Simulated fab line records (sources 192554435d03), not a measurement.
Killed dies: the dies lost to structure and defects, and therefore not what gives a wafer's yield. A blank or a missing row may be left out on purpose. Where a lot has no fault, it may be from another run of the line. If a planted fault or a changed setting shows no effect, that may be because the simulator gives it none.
fab line records	flow n5-finfet
record lots=24	wafers=72	last-day=18
route steps=1938 shown BEOL_M5@1113
lots that met no fault: taken from a fault-free run of the same line
start-h: start of the lot's first displayed wafer, in hours after the record's first day	wait-h: hours from the lot's prior step to this one	" unchanged from the row above	L1.1+2: one row covering several wafers at once	- no value, or no start given	* or withheld: withheld	< > ~ a bound
route shown NAME@n: a module of which the file shows steps, and the number in the route of the first	usual: mean and standard deviation over wafers with no fault	same: alike in all rows	chamber/n: place in a boat	sites: each site's reading	_std_site: standard deviation across them	_edge_site: the outer-site mean with the inner-site mean subtracted	radius-mm: for every site, how far away it sits from the centre of the wafer	mask NAME#n: copy n	behind: the tool/chamber that last shaped the wafer	hold: the reason the lot was held/the length of the hold in hours/how it ended	device: the n, p or np transistor that did not switch	end of line: the same wafers' tests at the end of the route	a step given without rows: its recipe and nothing more	killed: at the first sort, the dies lost to defects and structure; wafer yield is something else	map: a wafer's dies, x killed, . not, _ none there
set.NAME: setting as actually run; set.NAME@STEP: the setting as run at that earlier step	model.NAME: the simulator's own value behind a step, which no gauge read
the route's steps for a sample of lots (tables are steps, rows are wafers)
services: when a tool's chamber went out of use (start-h, in hours from the record's first day, below 0 if earlier), for how many hours, and the reason
## steps
# step N5_BEOL_M5_CURE_79
# recipe temp-c=385	time-s=240	ambient=He/Ar	material=SiCOH_lowk
# usual lamp-power-pct=52.32/0.054	wafer_temp_C_max=386.9/0.54
lot.wafer	tool	chamber	start-h	wait-h	lamp-power-pct	wafer_temp_C_max
L074.3	uv-cure-01	2	161.47	0.2	52.34	388.0
L074.4	"	2	"	"	52.39	387.4
L074.5	"	2	"	"	52.32	387.6
L075.2	uv-cure-03	0	176.40	0.1	52.21	386.6
L075.5	"	0	"	"	52.37	386.4
L075.6	"	0	"	"	52.35	386.9
L076.4	uv-cure-01	2	178.37	0.3	52.30	388.1
L076.5	"	2	"	"	52.27	388.1
L076.6	"	2	"	"	52.30	388.6
L077.2	uv-cure-03	1	185.22	0.1	52.26	386.4
L077.3	"	1	"	"	52.35	386.2
L077.4	"	1	"	"	52.29	385.6
L079.4	uv-cure-03	1	187.16	0.3	52.33	386.5
L079.5	"	1	"	"	52.27	386.7
L079.6	"	1	"	"	52.22	386.6
L078.2	uv-cure-02	1	187.22	0.2	52.34	386.6
L078.4	"	1	"	"	52.34	387.3
L078.6	"	1	"	"	52.42	387.0
L080.2	uv-cure-01	2	210.98	0.1	52.39	387.3
L080.5	"	2	"	"	52.25	386.6
L080.6	"	2	"	"	52.29	386.8
L081.2	uv-cure-01	0	217.52	0.1	52.38	387.0
L081.3	"	0	"	"	52.30	387.5
L081.5	"	0	"	"	52.37	387.4
L082.2	uv-cure-01	2	230.94	0.1	52.22	387.2
L082.4	"	2	"	"	52.32	387.6
L082.5	"	2	"	"	52.32	387.6
L083.2	uv-cure-01	2	238.43	0.1	52.43	387.4
L083.3	"	2	"	"	52.41	388.5
L083.6	"	2	"	"	52.35	387.0
L084.1	uv-cure-01	0	241.23	0.0	52.39	388.1
L084.5	"	0	"	"	52.27	386.7
L084.6	"	0	"	"	52.29	387.7
L085.3	uv-cure-02	2	245.33	0.2	52.24	386.1
L085.4	"	2	"	"	52.34	386.4
L085.5	"	2	"	"	52.29	386.1
L086.2	uv-cure-02	0	247.13	0.1	52.31	387.2
L086.3	"	0	"	"	52.34	386.8
L086.5	"	0	"	"	52.24	386.6
L088.1	uv-cure-02	0	256.02	0.0	52.34	386.9
L088.2	"	0	"	"	52.19	386.8
L088.3	"	0	"	"	52.27	386.6
L087.3	uv-cure-01	1	256.44	0.2	52.30	387.0
L087.5	"	1	"	"	52.33	386.8
L087.6	"	1	"	"	52.34	387.4
L089.1	uv-cure-02	0	269.81	0.0	52.32	386.6
L089.3	"	0	"	"	52.36	387.1
L089.6	"	0	"	"	52.26	386.4
L091.1	uv-cure-02	1	272.61	0.0	52.44	386.4
L091.3	"	1	"	"	52.34	386.5
L091.4	"	1	"	"	52.29	387.7
L090.2	uv-cure-02	1	276.78	1.1	52.44	387.4
L090.3	"	1	"	"	52.36	387.0
L090.6	"	1	"	"	52.36	387.0
L092.1	uv-cure-02	0	280.63	0.0	52.30	386.7
L092.3	"	0	"	"	52.26	387.1
L092.6	"	0	"	"	52.29	386.9
L093.1	uv-cure-02	2	293.21	0.0	52.29	386.3
L093.3	"	2	"	"	52.33	386.5
L093.6	"	2	"	"	52.37	386.8
L094.2	uv-cure-02	0	294.03	0.1	52.32	387.2
L094.3	"	0	"	"	52.27	386.8
L094.6	"	0	"	"	52.36	387.2
L095.1	uv-cure-03	1	308.39	0.0	52.27	386.1
L095.2	"	1	"	"	52.35	386.5
L095.5	"	1	"	"	52.30	386.5
L096.1	uv-cure-02	0	311.04	0.0	52.32	386.9
L096.3	"	0	"	"	52.32	386.4
L096.4	"	0	"	"	52.36	386.4
L097.1	uv-cure-02	0	316.39	0.0	52.25	387.1
L097.2	"	0	"	"	52.25	386.8
L097.5	"	0	"	"	52.24	387.5
# step N5_BEOL_M5_HM_DEP_02
# recipe material=TiN	target-thk-a=200	temp-c=25	chamber-pressure-pa=0.49996
# usual chamber-pressure-pa=0.5000/0.001	throttle-valve-pct=30.0/1
lot.wafer	tool	chamber	start-h	wait-h	chamber-pressure-pa	throttle-valve-pct
L074.3	pvd-sputter-02	-	162.71	0.8	0.5007	31.0
L074.4	"	-	"	"	0.5003	30.6
L074.5	"	-	"	"	0.5017	30.8
L075.2	pvd-sputter-02	-	178.09	1.2	0.5018	30.2
L075.5	"	-	"	"	0.5020	30.3
L075.6	"	-	"	"	0.4993	30.8
L076.4	pvd-sputter-02	-	178.74	0.0	0.4991	31.0
L076.5	"	-	"	"	0.4997	30.5
L076.6	"	-	"	"	0.5008	29.7
L077.2	pvd-sputter-02	-	185.88	0.2	0.5005	30.7
L077.3	"	-	"	"	0.4980	30.1
L077.4	"	-	"	"	0.5004	31.1
L079.4	pvd-sputter-02	-	188.49	1.0	0.4979	31.1
L079.5	"	-	"	"	0.5000	30.5
L079.6	"	-	"	"	0.4988	30.9
L078.2	pvd-sputter-02	-	188.75	0.6	0.4983	30.8
L078.4	"	-	"	"	0.5015	30.4
L078.6	"	-	"	"	0.5013	30.8
L080.2	pvd-sputter-02	-	212.05	0.6	0.4996	30.9
L080.5	"	-	"	"	0.4993	29.9
L080.6	"	-	"	"	0.4998	30.4
L081.2	pvd-sputter-01	-	218.40	0.4	0.5020	29.7
L081.3	"	-	"	"	0.5004	30.7
L081.5	"	-	"	"	0.4993	28.0
L082.2	pvd-sputter-02	-	231.83	0.4	0.4987	31.0
L082.4	"	-	"	"	0.4984	30.3
L082.5	"	-	"	"	0.4991	31.1
L083.2	pvd-sputter-02	-	239.99	1.1	0.4998	31.0
L083.3	"	-	"	"	0.5001	31.0
L083.6	"	-	"	"	0.4998	29.8
L084.1	pvd-sputter-03	-	242.58	0.8	0.4995	30.0
L084.5	"	-	"	"	0.5009	28.8
L084.6	"	-	"	"	0.4985	30.1
L085.3	pvd-sputter-01	-	248.19	2.5	0.4994	30.6
L085.4	"	-	"	"	0.5002	29.4
L085.5	"	-	"	"	0.4997	30.7
L086.2	pvd-sputter-01	-	248.97	1.4	0.4979	29.1
L086.3	"	-	"	"	0.4980	30.4
L086.5	"	-	"	"	0.4997	30.7
L088.1	pvd-sputter-03	-	258.78	2.2	0.4994	30.2
L088.2	"	-	"	"	0.4985	30.5
L088.3	"	-	"	"	0.4991	27.1
L087.3	pvd-sputter-03	-	258.88	2.0	0.5010	27.3
L087.5	"	-	"	"	0.5013	27.2
L087.6	"	-	"	"	0.5005	30.2
L089.1	pvd-sputter-01	-	270.87	0.5	0.5005	30.5
L089.3	"	-	"	"	0.4993	28.1
L089.6	"	-	"	"	0.5001	30.4
L091.1	pvd-sputter-01	-	274.17	1.0	0.5006	29.3
L091.3	"	-	"	"	0.5007	28.1
L091.4	"	-	"	"	0.4993	30.5
L090.2	pvd-sputter-02	-	277.37	0.1	0.4998	29.9
L090.3	"	-	"	"	0.5002	30.3
L090.6	"	-	"	"	0.5007	31.1
L092.1	pvd-sputter-02	-	282.26	1.1	0.5006	30.9
L092.3	"	-	"	"	0.5005	30.5
L092.6	"	-	"	"	0.4996	29.9
L093.1	pvd-sputter-01	-	294.45	0.7	0.5014	30.5
L093.3	"	-	"	"	0.4993	29.4
L093.6	"	-	"	"	0.4983	31.2
L094.2	pvd-sputter-01	-	294.73	0.2	0.4995	30.9
L094.3	"	-	"	"	0.5017	30.7
L094.6	"	-	"	"	0.4986	30.7
L095.1	pvd-sputter-02	-	309.77	0.8	0.5010	29.6
L095.2	"	-	"	"	0.4997	30.4
L095.5	"	-	"	"	0.4993	31.3
L096.1	pvd-sputter-01	-	312.40	0.8	0.4987	30.4
L096.3	"	-	"	"	0.5007	28.3
L096.4	"	-	"	"	0.5009	30.8
L097.1	pvd-sputter-03	-	319.04	2.1	0.5014	27.4
L097.2	"	-	"	"	0.5006	30.4
L097.5	"	-	"	"	0.5024	27.1
# step N5_BEOL_M5_ETCH_62
# recipe chemistry=N2/H2	target=SOC	target-depth-a=750	overetch-a=150	mask-material=SiARC	temp-c=40	time-s=112.5	ion-energy-ev=200	pressure-mtorr=30	source-w=840	bias-w=150	n2-flow-sccm=200	h2-flow-sccm=200
# usual drypump-motor-current-A=5.4/0.41	h2-flow-sccm=199.9/0.64	oes-product-au=0.62/0.064	rf-vpp-V=522.9/2.3	showerhead-plenum-p-Torr=2.51/0.078	throttle-valve-pct=17.97/0.19
lot.wafer	tool	chamber	start-h	wait-h	drypump-motor-current-A	h2-flow-sccm	oes-product-au	rf-hours-counter-h	rf-vpp-V	showerhead-plenum-p-Torr	throttle-valve-pct
L074.3	rie-diel-03	1	163.83	0.0	5.6	200.1	0.58	183	524.6	2.54	17.84
L074.4	"	2	"	"	5.2	200.2	0.58	-	525.8	2.65	18.05
L074.5	"	1	"	"	5.6	200.3	0.58	-	524.9	2.54	17.86
L075.2	rie-diel-04	3	178.81	0.0	5.0	200.2	0.57	194	523.8	2.53	17.94
L075.5	"	2	"	"	4.9	199.7	0.71	-	522.0	2.49	17.58
L075.6	"	3	"	"	4.9	201.4	0.57	-	524.8	2.53	17.92
L076.4	rie-diel-03	3	179.39	0.1	5.7	201.0	0.60	-	522.3	2.44	18.13
L076.5	"	1	"	"	5.6	198.8	0.58	-	524.4	2.54	17.86
L076.6	"	2	"	"	5.2	199.3	0.58	-	527.0	2.64	18.06
L077.2	rie-diel-04	3	186.60	0.0	4.9	199.4	0.56	197	523.8	2.52	17.93
L077.3	"	2	"	"	4.8	199.2	0.70	34	522.8	2.49	17.59
L077.4	"	1	"	"	5.5	198.6	0.77	4	525.8	2.59	18.07
L079.4	rie-diel-04	1	189.22	0.0	5.5	200.3	0.77	5	526.0	2.59	18.06
L079.5	"	1	"	"	5.5	199.9	0.77	-	526.1	2.59	18.04
L079.6	"	0	"	"	6.1	200.2	0.63	-	522.6	2.46	17.92
L078.2	rie-diel-04	1	189.51	0.0	5.5	200.6	0.77	5	526.1	2.59	18.06
L078.4	"	2	"	"	4.9	201.0	0.70	35	521.3	2.49	17.60
L078.6	"	0	"	"	6.0	199.0	0.63	-	520.4	2.46	17.92
L080.2	rie-diel-06	2	212.69	0.0	5.7	198.6	0.55	210	523.4	2.50	17.76
L080.5	"	1	"	"	5.8	199.4	0.60	-	521.4	2.44	18.18
L080.6	"	0	"	"	6.4	199.6	0.63	-	524.0	2.57	17.63
L081.2	rie-diel-03	2	219.12	0.0	5.2	198.7	0.57	188	525.8	2.64	18.09
L081.3	"	0	"	"	5.7	199.8	0.59	144	519.0	2.35	18.02
L081.5	"	3	"	"	5.7	200.6	0.59	-	520.8	2.43	18.15
L082.2	rie-diel-03	3	232.57	0.0	5.7	198.7	0.58	171	521.4	2.43	18.15
L082.4	"	2	"	"	5.2	199.6	0.57	192	526.4	2.64	18.07
L082.5	"	2	"	"	5.2	200.6	0.57	-	527.1	2.64	18.09
L083.2	rie-diel-04	1	240.64	0.0	5.5	199.7	0.73	21	527.1	2.59	18.09
L083.3	"	3	"	"	5.0	199.6	0.56	213	522.8	2.52	17.98
L083.6	"	1	"	"	5.5	200.1	0.73	-	524.5	2.59	18.08
L084.1	rie-diel-04	2	243.31	0.0	4.8	199.8	0.68	51	522.5	2.48	17.62
L084.5	"	1	"	"	5.5	200.4	0.74	-	525.8	2.59	18.09
L084.6	"	0	"	"	6.0	200.2	0.61	-	520.7	2.45	17.96
L085.3	rie-diel-03	0	248.79	0.0	5.7	201.1	0.59	154	518.3	2.35	18.04
L085.4	"	1	"	"	5.6	199.6	0.56	213	522.0	2.53	17.91
L085.5	"	1	"	"	5.6	200.1	0.56	-	523.6	2.53	17.89
L086.2	rie-diel-04	3	249.69	0.0	4.9	200.1	0.56	216	522.8	2.52	17.97
L086.3	"	0	"	"	6.0	199.8	0.62	146	520.5	2.45	17.97
L086.5	"	3	"	"	4.9	199.9	0.56	-	524.5	2.52	17.97
L088.1	rie-diel-06	3	259.44	0.0	5.0	199.4	0.71	32	524.5	2.59	17.50
L088.2	"	2	"	"	5.6	199.7	0.55	223	523.7	2.49	17.79
L088.3	"	0	"	"	6.4	200.2	0.61	102	524.3	2.56	17.67
L087.3	rie-diel-04	2	259.60	0.0	4.9	199.8	0.68	56	521.8	2.48	17.63
L087.5	"	1	"	"	5.5	200.5	0.73	-	525.6	2.58	18.09
L087.6	"	2	"	"	4.8	200.0	0.68	-	522.7	2.48	17.63
L089.1	rie-diel-04	1	271.94	0.0	5.6	200.3	0.71	31	525.9	2.58	18.11
L089.3	"	3	"	"	4.9	200.5	0.56	222	522.9	2.51	18.00
L089.6	"	3	"	"	4.9	200.7	0.55	-	521.8	2.51	17.98
L091.1	rie-diel-04	1	275.22	0.0	5.5	200.0	0.71	33	524.8	2.58	18.09
L091.3	"	3	"	"	4.9	200.4	0.54	224	523.8	2.51	17.99
L091.4	"	2	"	"	4.8	199.0	0.67	62	522.5	2.48	17.64
L090.2	rie-diel-03	3	278.45	0.0	5.7	199.1	0.58	185	521.9	2.43	18.18
L090.3	"	1	"	"	5.6	200.7	0.56	223	523.5	2.52	17.89
L090.6	"	2	"	"	5.1	199.0	0.56	-	525.6	2.63	18.11
L092.1	rie-diel-03	3	283.52	0.0	5.7	199.6	0.58	187	521.4	2.43	18.20
L092.3	"	2	"	"	5.2	200.4	0.56	208	527.6	2.63	18.13
L092.6	"	3	"	"	5.7	200.2	0.58	-	520.5	2.42	18.20
L093.1	rie-diel-03	2	295.69	0.0	5.1	200.5	0.55	213	524.6	2.63	18.13
L093.3	"	1	"	"	5.6	199.8	0.55	229	522.0	2.52	17.92
L093.6	"	2	"	"	5.1	200.3	0.55	-	525.8	2.63	18.12
L094.2	rie-diel-04	0	295.95	0.0	6.1	200.6	0.60	161	520.6	2.45	17.98
L094.3	"	2	"	"	4.9	200.0	0.66	71	523.2	2.48	17.66
L094.6	"	1	"	"	5.6	200.0	0.70	-	525.1	2.58	18.13
L095.1	rie-diel-03	3	310.84	0.0	5.7	199.8	0.57	199	519.8	2.42	18.23
L095.2	"	1	"	"	5.6	200.2	0.55	236	522.5	2.52	17.93
L095.5	"	3	"	"	5.7	200.4	0.58	-	520.6	2.42	18.22
L096.1	rie-diel-03	1	313.03	0.0	5.6	200.7	0.55	237	522.6	2.52	17.95
L096.3	"	0	"	"	5.7	199.5	0.58	180	517.5	2.34	18.07
L096.4	"	3	"	"	5.7	199.9	0.57	200	521.4	2.42	18.21
L097.1	rie-diel-04	2	320.53	0.0	4.8	200.0	0.65	81	521.8	2.47	17.68
L097.2	"	3	"	"	4.9	199.9	0.54	242	523.0	2.51	18.01
L097.5	"	0	"	"	6.0	200.6	0.60	-	520.5	2.44	18.03
# step N5_BEOL_M5_ETCH_41
# recipe chemistry=CH3F/O2	target=SiCN	target-depth-a=315	taper-deg=2	time-s=56.7	ion-energy-ev=120	mask-material=TiN	pressure-mtorr=30	source-w=395	bias-w=75	Ar_flow_sccm=150	CH3F_flow_sccm=30	O2_flow_sccm=20
# usual drypump-motor-current-A=5.5/0.38	oes-product-au=0.76/0.08	rf-vpp-V=296.6/1.6	showerhead-plenum-p-Torr=1.96/0.069	throttle-valve-pct=16.39/0.21
lot.wafer	tool	chamber	start-h	wait-h	drypump-motor-current-A	oes-product-au	rf-hours-counter-h	rf-vpp-V	showerhead-plenum-p-Torr	throttle-valve-pct
L074.3	rie-diel-06	2	-	-	5.6	0.70	198	297.0	1.99	16.39
L074.4	"	1	"	"	5.8	0.76	156	295.5	1.93	16.60
L074.5	"	2	"	"	5.7	0.70	-	296.9	1.99	16.40
L076.4	rie-diel-06	3	-	-	5.0	0.96	10	297.7	2.04	15.94
L076.5	"	2	"	"	5.7	0.70	-	297.2	1.99	16.40
L076.6	"	3	"	"	5.0	0.96	-	297.7	2.04	15.95
L075.2	rie-diel-04	1	-	-	5.5	1.00	2	297.0	2.04	16.39
L075.5	"	1	"	"	5.5	0.99	-	297.6	2.04	16.39
L075.6	"	2	"	"	4.8	0.89	-	294.9	1.96	16.10
L077.2	rie-diel-06	3	-	-	5.0	0.95	12	298.3	2.04	15.94
L077.3	"	2	"	"	5.7	0.69	204	297.2	1.99	16.41
L077.4	"	0	"	"	6.4	0.79	84	296.2	2.02	16.07
L079.4	rie-diel-03	3	-	-	5.7	0.75	-	296.2	1.90	16.65
L079.5	"	1	"	"	5.6	0.73	-	297.5	1.97	16.24
L079.6	"	2	"	"	5.1	0.72	-	299.3	2.07	16.53
L078.2	rie-diel-06	1	-	-	5.8	0.77	161	294.8	1.92	16.59
L078.4	"	0	"	"	6.4	0.80	85	297.6	2.02	16.07
L078.6	"	1	"	"	5.8	0.78	-	295.1	1.92	16.61
L080.2	rie-diel-04	0	-	-	6.0	0.79	133	294.9	1.91	16.31
L080.5	"	3	"	"	4.9	0.71	-	297.8	1.98	16.50
L080.6	"	2	"	"	4.8	0.88	-	298.1	1.96	16.12
L081.2	rie-diel-03	1	-	-	5.6	0.72	203	298.3	1.97	16.25
L081.3	"	3	"	"	5.7	0.74	167	295.5	1.90	16.66
L081.5	"	2	"	"	5.2	0.71	-	298.2	2.07	16.53
L082.2	rie-diel-06	1	-	-	5.8	0.76	171	295.9	1.92	16.61
L082.4	"	3	"	"	5.1	0.92	25	297.1	2.03	15.97
L082.5	"	3	"	"	5.0	0.91	-	298.2	2.03	15.99
L083.2	rie-diel-03	0	-	-	5.7	0.73	152	293.5	1.84	16.40
L083.3	"	3	"	"	5.7	0.73	174	296.0	1.90	16.68
L083.6	"	2	"	"	5.1	0.71	-	298.2	2.07	16.57
L084.1	rie-diel-03	3	-	-	5.7	0.73	175	296.4	1.90	16.66
L084.5	"	1	"	"	5.6	0.70	-	295.8	1.96	16.27
L084.6	"	0	"	"	5.7	0.73	-	293.7	1.84	16.39
L086.2	rie-diel-06	0	-	-	6.4	0.78	99	296.0	2.01	16.10
L086.3	"	2	"	"	5.7	0.69	221	297.9	1.98	16.45
L086.5	"	1	"	"	5.8	0.75	-	295.0	1.92	16.64
L085.3	rie-diel-03	0	-	-	5.7	0.73	155	293.7	1.84	16.41
L085.4	"	1	"	"	5.6	0.71	213	298.0	1.96	16.26
L085.5	"	0	"	"	5.7	0.73	-	293.6	1.84	16.40
L088.1	rie-diel-06	3	-	-	5.1	0.90	32	297.8	2.03	15.98
L088.2	"	1	"	"	5.8	0.76	178	295.7	1.92	16.64
L088.3	"	2	"	"	5.6	0.68	224	296.4	1.98	16.44
L087.3	rie-diel-03	3	-	-	5.7	0.72	179	295.1	1.90	16.68
L087.5	"	2	"	"	5.2	0.70	-	298.1	2.07	16.56
L087.6	"	1	"	"	5.6	0.71	-	296.5	1.96	16.25
L089.1	rie-diel-04	1	-	-	5.5	0.91	32	297.1	2.03	16.45
L089.3	"	2	"	"	4.8	0.85	62	296.6	1.95	16.14
L089.6	"	1	"	"	5.5	0.91	-	297.8	2.03	16.44
L091.1	rie-diel-03	2	-	-	5.2	0.71	205	299.5	2.06	16.57
L091.3	"	3	"	"	5.7	0.72	185	293.9	1.89	16.67
L091.4	"	1	"	"	5.6	0.71	222	298.4	1.96	16.26
L090.2	rie-diel-03	0	-	-	5.7	0.72	166	293.1	1.84	16.42
L090.3	"	3	"	"	5.7	0.72	186	295.7	1.89	16.69
L090.6	"	3	"	"	5.7	0.72	-	295.4	1.89	16.70
L092.1	rie-diel-03	2	-	-	5.2	0.70	210	298.9	2.06	16.57
L092.3	"	3	"	"	5.7	0.72	189	294.3	1.89	16.70
L092.6	"	0	"	"	5.7	0.72	-	294.0	1.84	16.40
L093.1	rie-diel-04	2	-	-	4.8	0.83	72	297.1	1.95	16.18
L093.3	"	1	"	"	5.5	0.89	42	298.3	2.02	16.46
L093.6	"	1	"	"	5.5	0.89	-	298.8	2.02	16.48
L094.2	rie-diel-04	1	-	-	5.5	0.89	43	297.6	2.02	16.48
L094.3	"	2	"	"	4.8	0.82	72	295.5	1.95	16.16
L094.6	"	2	"	"	4.8	0.83	-	296.1	1.95	16.17
L095.1	rie-diel-03	0	-	-	5.7	0.71	179	293.6	1.83	16.45
L095.2	"	3	"	"	5.7	0.71	199	295.9	1.89	16.72
L095.5	"	1	"	"	5.7	0.69	-	297.0	1.96	16.30
L096.1	rie-diel-03	3	-	-	5.7	0.71	201	295.3	1.89	16.72
L096.3	"	1	"	"	5.6	0.70	238	295.9	1.96	16.31
L096.4	"	0	"	"	5.7	0.72	180	294.3	1.83	16.44
L097.1	rie-diel-03	1	-	-	5.6	0.69	241	296.3	1.95	16.32
L097.2	"	3	"	"	5.7	0.71	204	294.9	1.89	16.72
L097.5	"	3	"	"	5.7	0.71	-	294.5	1.89	16.72
# step N5_BEOL_M5_SPUTTER_48
# recipe material=Cu	target-thk-a=150	temp-c=-20	chamber-pressure-pa=0.07	power-w=withheld	time-s=27.62
# usual chamber-pressure-pa=0.07001/0.00015	throttle-valve-pct=29.9/1.1
lot.wafer	tool	chamber	start-h	wait-h	chamber-pressure-pa	throttle-valve-pct
L074.3	pvd-sputter-03	-	169.52	0.1	0.06997	27.6
L074.4	"	-	"	"	0.0701	30.2
L074.5	"	-	"	"	0.07002	30.5
L076.4	pvd-sputter-03	-	182.95	0.1	0.0699	30.0
L076.5	"	-	"	"	0.06987	28.8
L076.6	"	-	"	"	0.06999	30.2
L075.2	pvd-sputter-01	-	185.10	0.1	0.06984	28.3
L075.5	"	-	"	"	0.06989	30.6
L075.6	"	-	"	"	0.07005	28.2
L077.2	pvd-sputter-02	-	190.50	0.1	0.06986	31.0
L077.3	"	-	"	"	0.07014	31.1
L077.4	"	-	"	"	0.06984	30.3
L079.4	pvd-sputter-02	-	195.73	0.0	0.07008	29.8
L079.5	"	-	"	"	0.06977	30.7
L079.6	"	-	"	"	0.07012	29.8
L078.2	pvd-sputter-03	-	196.67	0.2	0.07009	28.8
L078.4	"	-	"	"	0.07006	30.3
L078.6	"	-	"	"	0.06996	30.3
L080.2	pvd-sputter-02	-	216.07	0.1	0.06987	31.0
L080.5	"	-	"	"	0.07009	31.0
L080.6	"	-	"	"	0.06989	30.0
L081.2	pvd-sputter-01	-	223.14	0.4	0.06983	30.7
L081.3	"	-	"	"	0.06993	29.3
L081.5	"	-	"	"	0.06981	29.2
L082.2	pvd-sputter-03	-	236.42	0.2	0.07009	28.8
L082.4	"	-	"	"	0.0699	30.1
L082.5	"	-	"	"	0.07001	28.7
L083.2	pvd-sputter-03	-	243.46	0.1	0.06992	30.0
L083.3	"	-	"	"	0.07001	27.5
L083.6	"	-	"	"	0.06988	30.0
L084.1	pvd-sputter-01	-	249.15	0.2	0.06978	29.3
L084.5	"	-	"	"	0.06977	30.8
L084.6	"	-	"	"	0.06985	29.4
L086.2	pvd-sputter-01	-	253.58	1.5	0.06975	29.1
L086.3	"	-	"	"	0.07017	30.9
L086.5	"	-	"	"	0.07009	30.6
L085.3	pvd-sputter-02	-	253.98	1.5	0.07008	30.9
L085.4	"	-	"	"	0.06997	31.2
L085.5	"	-	"	"	0.06998	29.8
L088.1	pvd-sputter-01	-	262.77	0.1	0.07007	30.3
L088.2	"	-	"	"	0.06999	28.0
L088.3	"	-	"	"	0.07009	30.4
L087.3	pvd-sputter-02	-	262.93	0.1	0.0702	30.8
L087.5	"	-	"	"	0.06987	31.0
L087.6	"	-	"	"	0.06986	29.8
L089.1	pvd-sputter-01	-	277.26	0.1	0.07025	29.5
L089.3	"	-	"	"	0.07002	30.3
L089.6	"	-	"	"	0.07	30.7
L091.1	pvd-sputter-03	-	281.93	0.1	0.07017	28.7
L091.3	"	-	"	"	0.07002	27.4
L091.4	"	-	"	"	0.07004	30.0
L090.2	pvd-sputter-02	-	283.06	0.2	0.06999	30.4
L090.3	"	-	"	"	0.06983	30.9
L090.6	"	-	"	"	0.07009	31.1
L092.1	pvd-sputter-01	-	289.95	0.1	0.06984	30.6
L092.3	"	-	"	"	0.06995	29.4
L092.6	"	-	"	"	0.07004	29.5
L093.1	pvd-sputter-02	-	298.93	0.2	0.07034	30.9
L093.3	"	-	"	"	0.06988	29.8
L093.6	"	-	"	"	0.06983	31.2
L094.2	pvd-sputter-01	-	300.79	0.1	0.06991	29.7
L094.3	"	-	"	"	0.06995	30.5
L094.6	"	-	"	"	0.07012	29.3
L095.1	pvd-sputter-01	-	315.00	0.1	0.07025	28.1
L095.2	"	-	"	"	0.07026	30.6
L095.5	"	-	"	"	0.07022	28.6
L096.1	pvd-sputter-02	-	316.71	0.3	0.07023	31.3
L096.3	"	-	"	"	0.07005	29.9
L096.4	"	-	"	"	0.06989	30.4
L097.1	pvd-sputter-03	-	325.10	0.1	0.07016	30.1
L097.2	"	-	"	"	0.07032	28.8
L097.5	"	-	"	"	0.07005	30.2
# step N5_BEOL_M5_ANNEAL_82
# recipe temp-c=400	time-s=1800	ambient=vacuum
# usual heater-power-w=853/130
lot.wafer	tool	chamber	start-h	wait-h	heater-power-w
L074.3	pvd-sputter-03	-	170.69	0.0	789
L074.4	"	-	"	"	898
L074.5	"	-	"	"	729
L076.4	pvd-sputter-03	-	184.12	0.0	884
L076.5	"	-	"	"	878
L076.6	"	-	"	"	884
L075.2	pvd-sputter-01	-	186.27	0.0	814
L075.5	"	-	"	"	964
L075.6	"	-	"	"	807
L077.2	pvd-sputter-02	-	191.67	0.0	1020
L077.3	"	-	"	"	833
L077.4	"	-	"	"	880
L079.4	pvd-sputter-02	-	196.90	0.0	1080
L079.5	"	-	"	"	851
L079.6	"	-	"	"	1092
L078.2	pvd-sputter-03	-	197.98	0.0	884
L078.4	"	-	"	"	728
L078.6	"	-	"	"	713
L080.2	pvd-sputter-02	-	217.23	0.0	837
L080.5	"	-	"	"	841
L080.6	"	-	"	"	1087
L081.2	pvd-sputter-01	-	224.31	0.0	968
L081.3	"	-	"	"	674
L081.5	"	-	"	"	673
L082.2	pvd-sputter-03	-	237.58	0.0	849
L082.4	"	-	"	"	884
L082.5	"	-	"	"	896
L083.2	pvd-sputter-03	-	244.63	0.0	894
L083.3	"	-	"	"	782
L083.6	"	-	"	"	728
L084.1	pvd-sputter-01	-	250.32	0.0	684
L084.5	"	-	"	"	689
L084.6	"	-	"	"	684
L086.2	pvd-sputter-01	-	254.75	0.0	689
L086.3	"	-	"	"	718
L086.5	"	-	"	"	722
L085.3	pvd-sputter-02	-	255.15	0.0	1050
L085.4	"	-	"	"	851
L085.5	"	-	"	"	1080
L088.1	pvd-sputter-01	-	263.93	0.0	965
L088.2	"	-	"	"	814
L088.3	"	-	"	"	708
L087.3	pvd-sputter-02	-	264.09	0.0	871
L087.5	"	-	"	"	835
L087.6	"	-	"	"	1074
L089.1	pvd-sputter-01	-	278.43	0.0	685
L089.3	"	-	"	"	957
L089.6	"	-	"	"	714
L091.1	pvd-sputter-03	-	283.10	0.0	890
L091.3	"	-	"	"	768
L091.4	"	-	"	"	880
L090.2	pvd-sputter-02	-	284.22	0.0	867
L090.3	"	-	"	"	1052
L090.6	"	-	"	"	831
L092.1	pvd-sputter-01	-	291.11	0.0	972
L092.3	"	-	"	"	664
L092.6	"	-	"	"	664
L093.1	pvd-sputter-02	-	300.10	0.0	844
L093.3	"	-	"	"	1060
L093.6	"	-	"	"	1038
L094.2	pvd-sputter-01	-	301.96	0.0	670
L094.3	"	-	"	"	973
L094.6	"	-	"	"	688
L095.1	pvd-sputter-01	-	316.17	0.0	801
L095.2	"	-	"	"	709
L095.5	"	-	"	"	818
L096.1	pvd-sputter-02	-	317.88	0.0	1056
L096.3	"	-	"	"	1037
L096.4	"	-	"	"	885
L097.1	pvd-sputter-03	-	326.27	0.0	730
L097.2	"	-	"	"	885
L097.5	"	-	"	"	905
## services
tool	chamber	start-h	hours	kind
rie-diel-04	-	156.34	0.4	repair
rie-diel-04	1	158.58	-	clean
rie-diel-04	1	158.58	-	consumable-replace:focus-ring
rie-diel-04	1	158.58	11.0	scheduled-down
rie-diel-04	1	158.58	11.0	vent-cycle
rie-diel-03	0	159.43	22.4	repair
rie-diel-06	-	162.87	1.0	repair
rie-diel-06	1	168.49	4.1	repair
rie-diel-03	0	188.15	20.7	repair
uv-cure-03	-	221.96	2.1	pm
uv-cure-02	-	231.23	0.5	repair
uv-cure-03	-	252.88	0.7	repair
uv-cure-01	-	270.30	28.1	pm
rie-diel-06	3	270.89	5.3	repair
uv-cure-03	-	273.61	7.5	repair
rie-diel-06	2	275.62	3.6	repair
uv-cure-03	-	313.65	1.0	pm
uv-cure-03	-	314.65	2.8	pm
uv-cure-02	-	324.05	0.2	repair
## key
fault none
